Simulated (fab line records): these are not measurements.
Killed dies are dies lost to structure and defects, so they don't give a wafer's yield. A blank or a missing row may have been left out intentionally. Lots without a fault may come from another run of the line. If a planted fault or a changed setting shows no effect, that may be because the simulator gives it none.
fab line records :: flow n5_finfet
record:
  lots: 5
  wafers: 15
  last_day: 17
route steps=1938 shown MOL_CONTACT_COAG@529 BEOL_M4@1111
lots that met no fault: from a run of the same line without faults
start_h: hours from the record's opening day to when the first of the lot's shown wafers began :: wait_h: hours elapsed since this lot's preceding step :: " repeats the value in the row above :: L1.1+2: a row that stands for several wafers :: - no value, or no start given :: * or withheld: withheld :: < > ~ a bound
route shown NAME@n: names a module that has steps shown in the file, with the first one's number in the route :: usual: mean/standard deviation of fault-free wafers :: same: alike in all rows :: chamber/n: place in a boat :: sites: per-site readings :: _std_site: standard deviation across them :: _edge_site: mean of outer sites minus mean of inner sites :: radius_mm: how far each site lies from the wafer's centre :: mask NAME#n: copy n :: behind: tool/chamber where the wafer was last shaped :: hold: the reason the lot was held/the length of the hold in hours/how it ended :: device: the n, p or np transistor that did not switch :: end of line: at the end of the route, the tests of the same wafers :: a step with no rows: only its recipe :: killed: at the first sort, the dies lost to defects and structure; wafer yield is something else :: map: a wafer's dies, x killed, . not, _ none there
set.NAME: the setting that was run; set.NAME@STEP: the one run at that earlier step :: model.NAME: the simulator's own value behind a step, which no gauge read
lots at selected steps of the route; one table per step, one row per wafer
== steps ==
step: N5_MOL_CONTACT_COAG_DESCUM_13
recipe:
  chemistry: O2
  time_s: 7
  source_power_w: 50
  bias_power_w: 20
  pressure_mtorr: 20
  rf_frequency_hz: 2.712e+07
  temp_c: 40
  resist: CAR-EUV
  o2_flow_sccm: 225
step: N5_MOL_CONTACT_COAG_ETCH_59
recipe:
  chemistry: N2/H2
  target: underlayer
  target_depth_a: 130
  mask_material: CAR-EUV
  time_s: 10.4
  ion_energy_ev: 200
  pressure_mtorr: 30
  source_w: 840
  bias_w: 150
  n2_flow_sccm: 200
  h2_flow_sccm: 200
  ends: cleared
step: N5_MOL_CONTACT_COAG_ETCH_105
recipe:
  chemistry: CF4
  target: SiARC
  target_depth_a: 156
  mask_material: CAR-EUV
  time_s: 26
  ion_energy_ev: 80
  pressure_mtorr: 40
  source_w: 545
  bias_w: 36
  Ar_flow_sccm: 100
  cf4_flow_sccm: 100
  ends: cleared
step: N5_MOL_CONTACT_COAG_ETCH_106
recipe:
  chemistry: N2/H2
  target: SOC
  target_depth_a: 800
  overetch_a: 160
  mask_material: SiARC
  temp_c: 40
  time_s: 120
  ion_energy_ev: 200
  pressure_mtorr: 30
  source_w: 840
  bias_w: 150
  n2_flow_sccm: 200
  h2_flow_sccm: 200
step: N5_MOL_CONTACT_COAG_STRIP_107
recipe:
  chemistry: N2/H2
  temp_c: 40
  n2_flow_sccm: 200
  h2_flow_sccm: 200
  rf_frequency_hz: 6e+07
step: N5_MOL_CONTACT_COAG_STRIP_108
recipe:
  chemistry: N2/H2
  temp_c: 40
  n2_flow_sccm: 200
  h2_flow_sccm: 200
  rf_frequency_hz: 6e+07
step: N5_MOL_CONTACT_COAG_CONTACT_ETCH_14
recipe:
  chemistry: C4F6/O2
  target: SiO2
  target_depth_a: 275
  overetch_a: 85
  mask_material: SOC
  pressure_mtorr: 30
  source_w: 370
  bias_w: 185
  Ar_flow_sccm: 300
  C4F6_flow_sccm: 16
  O2_flow_sccm: 10
  time_s: 20
  ion_energy_ev: 259.6
step: N5_MOL_CONTACT_COAG_STRIP_109
recipe:
  chemistry: C4F6/O2
  resist: SiARC
  rf_frequency_hz: 6e+07
step: N5_MOL_CONTACT_COAG_ETCH_15
recipe:
  chemistry: CH3F/O2
  target: SiNx
  target_depth_a: 70
  mask_material: SOC
  stop_on: Si:P
  over_etch_frac: 0.75
  ion_energy_ev: 120
  pressure_mtorr: 30
  source_w: 395
  bias_w: 73
  Ar_flow_sccm: 150
  CH3F_flow_sccm: 30
  O2_flow_sccm: 20
step: N5_MOL_CONTACT_COAG_ETCH_110
recipe:
  chemistry: CF4/O2
  target: Si
  target_depth_a: 25
  time_s: 8
  pressure_mtorr: 100
  source_w: 200
  bias_w: 12
  ion_energy_ev: 60
  Ar_flow_sccm: 100
  cf4_flow_sccm: 100
  O2_flow_sccm: 10
step: N5_MOL_CONTACT_COAG_STRIP_98
recipe:
  chemistry: N2/H2
  power_w: 500
  temp_c: 40
  pressure_mtorr: 50
  rf_frequency_hz: 6e+07
  overash_fraction: 0.3
  bias_power_w: 8
  h2_frac: 0.5
  n2_flow_sccm: 300
  h2_flow_sccm: 300
step: N5_MOL_CONTACT_COAG_IMPLANT_129
recipe:
  species: Ge
  energy_kev: 3
  dose_cm2: 6e+14
  tilt_deg: 0
  rotation_deg: 0
usual:
  beam_energy_keV: 3.0000/0.001
  end_station_pressure_torr: 5.9e-06/3.3e-07
  rotation_deg: 0.002/0.018
lot.wafer: L502.2
tool: implanter-02
chamber: 0
start_h: 127.55
wait_h: 0.1
beam_energy_keV: 2.9989
end_station_pressure_torr: 5.8e-06
rotation_deg: -0.009
model.implant.rp_nm: 6.283
model.implant.drp_nm: 2.134

lot.wafer: L502.4
tool: implanter-02
chamber: 0
start_h: 127.55
wait_h: 0.1
beam_energy_keV: 2.9973
end_station_pressure_torr: 6.3e-06
rotation_deg: 0.004
model.implant.rp_nm: 6.283
model.implant.drp_nm: 2.134

lot.wafer: L502.6
tool: implanter-02
chamber: 0
start_h: 127.55
wait_h: 0.1
beam_energy_keV: 2.9971
end_station_pressure_torr: 6e-06
rotation_deg: -0.017
model.implant.rp_nm: 6.283
model.implant.drp_nm: 2.134

lot.wafer: L504.1
tool: implanter-02
chamber: 0
start_h: 139.09
wait_h: 0.0
beam_energy_keV: 7.4145
end_station_pressure_torr: 1.06e-05
rotation_deg: -0.008
model.implant.rp_nm: 10.29
model.implant.drp_nm: 3.767

lot.wafer: L504.2
tool: implanter-02
chamber: 0
start_h: 139.09
wait_h: 0.0
beam_energy_keV: 7.4146
end_station_pressure_torr: 1.14e-05
rotation_deg: -0.004
model.implant.rp_nm: 10.29
model.implant.drp_nm: 3.767

lot.wafer: L504.4
tool: implanter-02
chamber: 0
start_h: 139.09
wait_h: 0.0
beam_energy_keV: 7.4140
end_station_pressure_torr: 9.2e-06
rotation_deg: -0.015
model.implant.rp_nm: 10.29
model.implant.drp_nm: 3.767

lot.wafer: L506.2
tool: implanter-02
chamber: 0
start_h: 155.61
wait_h: 0.1
beam_energy_keV: 7.4170
end_station_pressure_torr: 1.12e-05
rotation_deg: 0.001
model.implant.rp_nm: 10.46
model.implant.drp_nm: 3.767

lot.wafer: L506.3
tool: implanter-02
chamber: 0
start_h: 155.61
wait_h: 0.1
beam_energy_keV: 7.4150
end_station_pressure_torr: 1.08e-05
rotation_deg: -0.019
model.implant.rp_nm: 10.46
model.implant.drp_nm: 3.767

lot.wafer: L506.5
tool: implanter-02
chamber: 0
start_h: 155.61
wait_h: 0.1
beam_energy_keV: 7.4150
end_station_pressure_torr: 1.19e-05
rotation_deg: 0.022
model.implant.rp_nm: 10.46
model.implant.drp_nm: 3.767

lot.wafer: L508.1
tool: implanter-02
chamber: 0
start_h: 164.43
wait_h: 0.0
beam_energy_keV: 7.4152
end_station_pressure_torr: 1.1e-05
rotation_deg: -0.013
model.implant.rp_nm: 10.34
model.implant.drp_nm: 3.767

lot.wafer: L508.3
tool: implanter-02
chamber: 0
start_h: 164.43
wait_h: 0.0
beam_energy_keV: 7.4155
end_station_pressure_torr: 1.09e-05
rotation_deg: -0.027
model.implant.rp_nm: 10.34
model.implant.drp_nm: 3.767

lot.wafer: L508.4
tool: implanter-02
chamber: 0
start_h: 164.43
wait_h: 0.0
beam_energy_keV: 7.4152
end_station_pressure_torr: 1.12e-05
rotation_deg: -0.015
model.implant.rp_nm: 10.34
model.implant.drp_nm: 3.767

lot.wafer: L517.1
tool: implanter-02
chamber: 0
start_h: 215.16
wait_h: 0.0
beam_energy_keV: 3.0000
end_station_pressure_torr: 5.3e-06
rotation_deg: 0.002
model.implant.rp_nm: 6.151
model.implant.drp_nm: 2.134

lot.wafer: L517.5
tool: implanter-02
chamber: 0
start_h: 215.16
wait_h: 0.0
beam_energy_keV: 2.9998
end_station_pressure_torr: 6.1e-06
rotation_deg: 0.024
model.implant.rp_nm: 6.151
model.implant.drp_nm: 2.134

lot.wafer: L517.6
tool: implanter-02
chamber: 0
start_h: 215.16
wait_h: 0.0
beam_energy_keV: 2.9994
end_station_pressure_torr: 6.2e-06
rotation_deg: -0.014
model.implant.rp_nm: 6.151
model.implant.drp_nm: 2.134
step: N5_MOL_CONTACT_COAG_PRECLEAN_111
recipe:
  chemistry: NF3:NH3
  afs_cycles: 1
  temp_c: 30
  time_s: 20
  sublimation_temp_c: 180
  sublimation_time_s: 60
  pressure_torr: 3
  rf_power_w: 30
step: N5_BEOL_M4_RC_MEAS_101
usual:
  DIBL_N: 35.8/1.5
  DIBL_P: 35.8/1.7
  IOFF_N: 0.151/0.022
  IOFF_P: 0.204/0.027
  ION_N: 673/8.6
  ION_P: 462/5.4
  SS_N: 71.4/0.54
  SS_P: 73.3/0.56
  VT_N: 250.5/2.6
  VT_P: -251/3.1
lot.wafer: L502.2
tool: prober-01
chamber: 0
start_h: 213.19
wait_h: 0.2
DIBL_N[mV/V]: 34.6
DIBL_P[mV/V]: 32.8
IOFF_N[nA/um]: 0.119
IOFF_P[nA/um]: 0.178
ION_N[uA/um]: 653
ION_P[uA/um]: 450
SS_N[mV/dec]: 71.7
SS_P[mV/dec]: 72.7
VT_N[mV]: 257.2
VT_P[mV]: -251

lot.wafer: L502.4
tool: prober-01
chamber: 0
start_h: 213.19
wait_h: 0.2
DIBL_N[mV/V]: 34.5
DIBL_P[mV/V]: 32.3
IOFF_N[nA/um]: 0.119
IOFF_P[nA/um]: 0.169
ION_N[uA/um]: 666
ION_P[uA/um]: 456
SS_N[mV/dec]: 71.5
SS_P[mV/dec]: 72.4
VT_N[mV]: 252.4
VT_P[mV]: -250

lot.wafer: L502.6
tool: prober-01
chamber: 0
start_h: 213.19
wait_h: 0.2
DIBL_N[mV/V]: 36.6
DIBL_P[mV/V]: 34.9
IOFF_N[nA/um]: 0.143
IOFF_P[nA/um]: 0.199
ION_N[uA/um]: 664
ION_P[uA/um]: 454
SS_N[mV/dec]: 71.8
SS_P[mV/dec]: 72.7
VT_N[mV]: 255.2
VT_P[mV]: -251

lot.wafer: L504.1
tool: prober-02
chamber: 0
start_h: 226.62
wait_h: 0.0
DIBL_N[mV/V]: 35.4
DIBL_P[mV/V]: 35.4
IOFF_N[nA/um]: 0.143
IOFF_P[nA/um]: 0.192
ION_N[uA/um]: 671
ION_P[uA/um]: 457
SS_N[mV/dec]: 70.7
SS_P[mV/dec]: 73.0
VT_N[mV]: 249.7
VT_P[mV]: -251

lot.wafer: L504.2
tool: prober-02
chamber: 0
start_h: 226.62
wait_h: 0.0
DIBL_N[mV/V]: 36.2
DIBL_P[mV/V]: 36.1
IOFF_N[nA/um]: 0.159
IOFF_P[nA/um]: 0.197
ION_N[uA/um]: 672
ION_P[uA/um]: 461
SS_N[mV/dec]: 71.8
SS_P[mV/dec]: 73.3
VT_N[mV]: 249.7
VT_P[mV]: -255

lot.wafer: L504.4
tool: prober-02
chamber: 0
start_h: 226.62
wait_h: 0.0
DIBL_N[mV/V]: 36.0
DIBL_P[mV/V]: 36.8
IOFF_N[nA/um]: 0.153
IOFF_P[nA/um]: 0.210
ION_N[uA/um]: 666
ION_P[uA/um]: 460
SS_N[mV/dec]: 71.5
SS_P[mV/dec]: 73.5
VT_N[mV]: 249.6
VT_P[mV]: -250

lot.wafer: L506.2
tool: prober-02
chamber: 0
start_h: 235.40
wait_h: 0.2
DIBL_N[mV/V]: 37.7
DIBL_P[mV/V]: 36.1
IOFF_N[nA/um]: 0.169
IOFF_P[nA/um]: 0.215
ION_N[uA/um]: 686
ION_P[uA/um]: 463
SS_N[mV/dec]: 72.0
SS_P[mV/dec]: 73.9
VT_N[mV]: 247.5
VT_P[mV]: -251

lot.wafer: L506.3
tool: prober-02
chamber: 0
start_h: 235.40
wait_h: 0.2
DIBL_N[mV/V]: 36.6
DIBL_P[mV/V]: 35.4
IOFF_N[nA/um]: 0.156
IOFF_P[nA/um]: 0.209
ION_N[uA/um]: 674
ION_P[uA/um]: 463
SS_N[mV/dec]: 71.0
SS_P[mV/dec]: 73.9
VT_N[mV]: 250.7
VT_P[mV]: -252

lot.wafer: L506.5
tool: prober-02
chamber: 0
start_h: 235.40
wait_h: 0.2
DIBL_N[mV/V]: 37.9
DIBL_P[mV/V]: 36.0
IOFF_N[nA/um]: 0.174
IOFF_P[nA/um]: 0.212
ION_N[uA/um]: 682
ION_P[uA/um]: 461
SS_N[mV/dec]: 71.6
SS_P[mV/dec]: 73.4
VT_N[mV]: 248.1
VT_P[mV]: -251

lot.wafer: L508.1
tool: prober-01
chamber: 0
start_h: 253.81
wait_h: 0.0
DIBL_N[mV/V]: 36.6
DIBL_P[mV/V]: 35.3
IOFF_N[nA/um]: 0.142
IOFF_P[nA/um]: 0.187
ION_N[uA/um]: 676
ION_P[uA/um]: 458
SS_N[mV/dec]: 71.7
SS_P[mV/dec]: 73.7
VT_N[mV]: 252.4
VT_P[mV]: -255

lot.wafer: L508.3
tool: prober-01
chamber: 0
start_h: 253.81
wait_h: 0.0
DIBL_N[mV/V]: 39.1
DIBL_P[mV/V]: 36.9
IOFF_N[nA/um]: 0.182
IOFF_P[nA/um]: 0.220
ION_N[uA/um]: 681
ION_P[uA/um]: 462
SS_N[mV/dec]: 72.3
SS_P[mV/dec]: 74.1
VT_N[mV]: 247.9
VT_P[mV]: -252

lot.wafer: L508.4
tool: prober-01
chamber: 0
start_h: 253.81
wait_h: 0.0
DIBL_N[mV/V]: 38.2
DIBL_P[mV/V]: 36.6
IOFF_N[nA/um]: 0.174
IOFF_P[nA/um]: 0.210
ION_N[uA/um]: 677
ION_P[uA/um]: 463
SS_N[mV/dec]: 71.8
SS_P[mV/dec]: 74.1
VT_N[mV]: 249.5
VT_P[mV]: -253

lot.wafer: L517.1
tool: prober-01
chamber: 0
start_h: 296.84
wait_h: 0.0
DIBL_N[mV/V]: 33.8
DIBL_P[mV/V]: 33.9
IOFF_N[nA/um]: 0.130
IOFF_P[nA/um]: 0.184
ION_N[uA/um]: 671
ION_P[uA/um]: 465
SS_N[mV/dec]: 71.2
SS_P[mV/dec]: 73.5
VT_N[mV]: 252.7
VT_P[mV]: -252

lot.wafer: L517.5
tool: prober-01
chamber: 0
start_h: 296.84
wait_h: 0.0
DIBL_N[mV/V]: 34.7
DIBL_P[mV/V]: 35.5
IOFF_N[nA/um]: 0.150
IOFF_P[nA/um]: 0.209
ION_N[uA/um]: 674
ION_P[uA/um]: 468
SS_N[mV/dec]: 71.1
SS_P[mV/dec]: 73.5
VT_N[mV]: 250.8
VT_P[mV]: -248

lot.wafer: L517.6
tool: prober-01
chamber: 0
start_h: 296.84
wait_h: 0.0
DIBL_N[mV/V]: 33.0
DIBL_P[mV/V]: 33.6
IOFF_N[nA/um]: 0.123
IOFF_P[nA/um]: 0.182
ION_N[uA/um]: 676
ION_P[uA/um]: 464
SS_N[mV/dec]: 70.5
SS_P[mV/dec]: 73.9
VT_N[mV]: 251.0
VT_P[mV]: -252
== key ==
first_sign:
  step: N5_MOL_CONTACT_COAG_IMPLANT_129
  reading: beam_energy_keV
  direction: up
  sigmas: 99+
  usual: 3.0000
  struck: 7.4151
effect:
  step: N5_MOL_CONTACT_COAG_IMPLANT_129
  reading: end_station_pressure_torr
  direction: up
  sigmas: 15
  usual: 5.9e-06
  struck: 1.09e-05
model_effect:
  step: N5_MOL_CONTACT_COAG_IMPLANT_129
  value: implant.rp_nm
  without: 6.105
  struck: 10.36
met_at N5_MOL_CONTACT_COAG_IMPLANT_129
struck_wafers L504.1,L504.2,L504.4,L506.2,L506.3,L506.5,L508.1,L508.3,L508.4
onset_between 127.55 139.09
fault:
  kind: process_parameter_drift
  tool: implanter-02
  chamber: -
  onset_h: 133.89
  steps: N5_MOL_CONTACT_COAG_IMPLANT_129
  channel: energy_kev
  offset: 4.415
  shape: step
  end_h: 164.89
  acts_in: these_recipes_only
  stated: 3
